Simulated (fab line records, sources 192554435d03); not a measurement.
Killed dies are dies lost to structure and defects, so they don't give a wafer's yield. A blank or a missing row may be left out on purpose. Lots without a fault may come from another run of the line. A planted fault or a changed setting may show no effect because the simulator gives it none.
A struck lot beside a sound one | flow n5_finfet | 15 steps out of a route of 1938
Sound: wafers L500.1, L500.2, L500.5. Struck: wafer L513.3. (L513.2, L513.6 of the same lot were not struck and are left out.) The cause comes at the end.
At each step with rows: each side's tool, then ch and its chambers, then its first start. Under that, the readings that differ: sound wafers | struck wafers | difference of the means | sigmas: that difference in standard deviations of wafers without a fault.
alike: readings whose means differ by less than 2 such deviations, and words and numbers that are the same on both sides. not compared: withheld readings, readings that some wafer has no value for, bounds like >300 that may hide the same value, and numbers for which the record gives no deviation and whose values overlap.
The two part at a step that has a row with sigmas, a row that says differs or no value, or rows on one side only. Numbers that don't overlap but have no deviation are shown without sigmas and don't part them. A reading that every wafer of one side lacks parts them only if that side has two wafers or more.

first, 2 steps without rows for these wafers: N5_GATE_CUT_ETCH_19 (etches SiNx in CH3F/O2, target depth 53.7 nm, time 76.7 s); N5_GATE_CUT_CUT_ETCH_53 (etches W in SF6/Cl2, target depth 79.2 nm).
N5_GATE_CUT_CUT_ETCH_54: etches TiN in Cl2/BCl3, target depth 96.7 nm.
  sound on rie_metal-02 ch 0,1, day 5 21:23; struck on rie_metal-03 ch 0, day 8 22:13
  alike: drypump_motor_current_A, etch_rf_on_time_s, oes_product_au, throttle_valve_pct
  not compared: rf_hours_counter_h
N5_GATE_CUT_CUT_ETCH_55: etches HfO2 in BCl3, target depth 3.2 nm.
  sound on rie_metal-02 ch 0,1, day 5 21:27; struck on rie_metal-03 ch 0, day 8 22:16
  alike: drypump_motor_current_A, oes_product_au, throttle_valve_pct
  not compared: rf_hours_counter_h
N5_GATE_CUT_ETCH_47: etches SiO2 in Cl2/BCl3, target depth 10 nm.
  sound on rie_metal-02 ch 0,1, day 5 21:29; struck on rie_metal-03 ch 0, day 8 22:18
  alike: drypump_motor_current_A, oes_product_au, throttle_valve_pct
  not compared: rf_hours_counter_h
N5_GATE_CUT_VAPOR_ETCH_48: etches TiN in BCl3/Cl2.
  sound on rie_metal-02 ch 0,1, day 5 21:31; struck on rie_metal-03 ch 0, day 8 22:20
  alike: drypump_motor_current_A, oes_product_au
N5_GATE_CUT_VAPOR_ETCH_49: etches TiAlC in BCl3/Cl2.
  sound on rie_metal-02 ch 0,1, day 5 21:32; struck on rie_metal-03 ch 0, day 8 22:22
  alike: drypump_motor_current_A, oes_product_au
then, 5 steps without rows for these wafers: N5_GATE_CUT_VAPOR_ETCH_51 (etches HfO2 in BCl3/Cl2); N5_GATE_CUT_STRIP_21 (strips in N2/H2, time 30 s); N5_GATE_CUT_STRIP_29 (strips in post etch residue remover, time 60 s); N5_GATE_CUT_SRD_52 (time 30 s); N5_GATE_CUT_ALD_22 (deposits SiNx, target thk 16 nm, pulse time 1 s, ald cycles 320).
N5_GATE_CUT_CMP_23: polishes, stops on SiO2, t overpolish 23.4 s, target thk 16 nm.
  sound on cmp-03 ch 1,2,3, day 5 23:20; struck on cmp-01 ch 3, day 9 00:41
  reading                | sound                | struck | difference | sigmas
  overpolish_run_s (s)   | 23.394 23.395 23.414 | 23.418 | +0.017     | +2
  time_to_endpoint_s (s) | 13 18 17             | 42     | +26        | +8
  alike: edge_zone_pressure_frac, motor_current_A, slurry_filter_dp_kPa
  not compared: pad_life_wafers
N5_GATE_CUT_THK_MEAS_24:
  sound on film_metro-02, day 5 23:34; struck on film_metro-02, day 9 00:59
  alike: GC_FILL_THK
-- the record jumps here: 8 days lie between the struck wafers' starts before and after (it left off in module GATE_CUT and takes up again in module PASSIVATION, whose first step shown is number 1936 of the route) --
N5_PASSIVATION_PROBE_49:
  sound on prober-01, day 14 07:58; struck on prober-01, day 16 18:38
  alike: killed_at_M0_to_M3, killed_at_M4_up, killed_at_contacts, killed_at_front_end, killed_at_other, killed_dies, killed_open, killed_short

WHERE THEY PART
Only at N5_GATE_CUT_CMP_23, within this record. Later steps at which nothing parts them and some readings are alike: N5_GATE_CUT_THK_MEAS_24, N5_PASSIVATION_PROBE_49.

WHY: what the simulator had put in
Process parameter drift: cmp-01, from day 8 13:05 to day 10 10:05, at N5_GATE_CUT_CMP_23. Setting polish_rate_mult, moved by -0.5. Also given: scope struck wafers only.
